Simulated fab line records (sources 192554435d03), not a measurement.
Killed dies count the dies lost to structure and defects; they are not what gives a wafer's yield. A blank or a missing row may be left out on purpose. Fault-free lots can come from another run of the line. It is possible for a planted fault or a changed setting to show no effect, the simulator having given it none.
Which tool was responsible? / flow n5Finfet / route of 1938 steps, sampled at 1 step: 11 lots, 33 wafers

WHAT THE GAUGES READ, wafer by wafer
N5_HKMG_FIN_THK_MEAS_70: measures by xrf.
lot=L995; measured=day 4 19:04; on=filmMetro-02; HK_THK (nm)=1.554 1.525 1.531
lot=L996; measured=day 5 02:30; on=filmMetro-02; HK_THK (nm)=1.525 1.532 1.574
lot=L997; measured=day 5 06:11; on=filmMetro-01; HK_THK (nm)=1.536 1.534 1.555
lot=L999; measured=day 5 13:36; on=filmMetro-01; HK_THK (nm)=1.537 1.565 1.542
lot=L100; measured=day 5 23:37; on=filmMetro-01; HK_THK (nm)=1.526 1.554 1.549
lot=L101; measured=day 6 05:37; on=filmMetro-02; HK_THK (nm)=1.535 1.500 1.575
lot=L102; measured=day 6 12:26; on=filmMetro-01; HK_THK (nm)=1.526 1.541 1.554
lot=L106; measured=day 7 13:06; on=filmMetro-01; HK_THK (nm)=1.521 1.534 1.533
lot=L107; measured=day 7 16:14; on=filmMetro-02; HK_THK (nm)=1.547 1.561 1.545
lot=L108; measured=day 7 20:01; on=filmMetro-02; HK_THK (nm)=1.513 1.526 1.524
lot=L111; measured=day 8 19:47; on=filmMetro-02; HK_THK (nm)=1.519 1.526 1.533

TOOL THAT RAN EACH LOT (tool first, then ch and the chambers of the sampled wafers, then the start)
There is no process step in the record ahead of these readings.

THE ANSWER, worked out from the rows above alone
Rule: the usual values come from the lots themselves. The widest of any qualifying gaps counts: lots, ordered by their means at a reading, are off when they make up no more than a third of the lots, leave a main group of 4 or more, and stand apart from it by 3 or more times the standard deviation of that group's means. If all means in a main group match to the digits the tables above print for the reading, that group is not used. A lot without any number at a reading at which 4 lots or more have one is off too. Any other lot the step has rows for is counted as sound.
No lot is off on any of the readings shown, so nothing can be concluded from this.

WHAT THE SIMULATOR HAD PUT IN
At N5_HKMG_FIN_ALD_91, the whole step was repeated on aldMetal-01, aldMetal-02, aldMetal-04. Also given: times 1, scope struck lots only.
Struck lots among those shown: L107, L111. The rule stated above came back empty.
